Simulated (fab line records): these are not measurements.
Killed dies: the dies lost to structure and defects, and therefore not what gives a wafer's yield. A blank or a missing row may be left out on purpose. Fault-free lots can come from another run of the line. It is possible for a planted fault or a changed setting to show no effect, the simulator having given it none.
Matching of chambers + flow nandHarc + NHARC_A_SGD_CUT_CMP_21 on cmp-04 has 4 sister chambers
The step polishes, target thk 148.19 nm. 14 wafers are shown with their chamber, then 7 later ones without.

## WAFERS WITH THEIR CHAMBER
| wafer  | chamber | motorCurrentA (A) | timeToEndpointS (s) |
|--------|---------|-------------------|---------------------|
| L077.1 | 3       | 11.7              | 49                  |
| L077.3 | 1       | 12.0              | 47                  |
| L077.6 | 3       | 12.0              | 49                  |
| L081.2 | 0       | 12.1              | 53                  |
| L081.3 | 2       | 10.1              | 51                  |
| L081.4 | 3       | 11.2              | 49                  |
| L083.2 | 1       | 12.2              | 47                  |
| L083.3 | 0       | 13.0              | 52                  |
| L083.5 | 3       | 12.0              | 48                  |
| L085.2 | 3       | 12.1              | 48                  |
| L085.3 | 0       | 13.0              | 51                  |
| L085.6 | 3       | 11.7              | 47                  |
| L087.1 | 3       | 11.6              | 48                  |
| L087.3 | 0       | 12.8              | 51                  |

SIGNATURES, as means of the wafers listed above
| reading         | chamber 0 | chamber 1 | chamber 2 | chamber 3 | scatter within a chamber |
|-----------------|-----------|-----------|-----------|-----------|--------------------------|
| motorCurrentA   | 12.725    | 12.100    | 10.100    | 11.757    | 0.338                    |
| timeToEndpointS | 51.75     | 47.00     | 51.00     | 48.29     | 0.786                    |
Rule: distance of a wafer from a chamber = root of the sum over the readings of ((wafer's reading minus chamber's mean) / reading's scatter) squared. If the next closest chamber is less than 2 further off than the closest, the wafer can't be placed; otherwise it belongs to the closest. The scatter: the root of (the sum of the squares of (reading less its chamber's mean) over the shown wafers, divided by (wafers less chambers)).

## WAFERS MISSING THEIR CHAMBER
| wafer  | motorCurrentA (A) | timeToEndpointS (s) |
|--------|-------------------|---------------------|
| L087.5 | 11.9              | 43                  |
| L093.4 | 10.3              | 46                  |
| L093.5 | 12.7              | 51                  |
| L093.6 | 11.6              | 45                  |
| L096.3 | 11.4              | 43                  |
| L096.5 | 10.7              | 48                  |
| L096.6 | 11.7              | 48                  |

## WHICH CHAMBER EACH ONE RAN IN
| wafer  | from the rows above          | in truth |
|--------|------------------------------|----------|
| L087.5 | can't be placed: 1 or 3      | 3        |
| L093.4 | can't be placed: 3 or 1 or 2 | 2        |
| L093.5 | 0                            | 0        |
| L093.6 | can't be placed: 1 or 3      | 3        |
| L096.3 | can't be placed: 1 or 3      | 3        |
| L096.5 | can't be placed: 3 or 2 or 1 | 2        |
| L096.6 | can't be placed: 3 or 1      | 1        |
Correctly placed: 1 of 7. Unplaceable from these rows: 6, with the true chamber sitting among the candidates in 6. Number placed wrongly: 0.
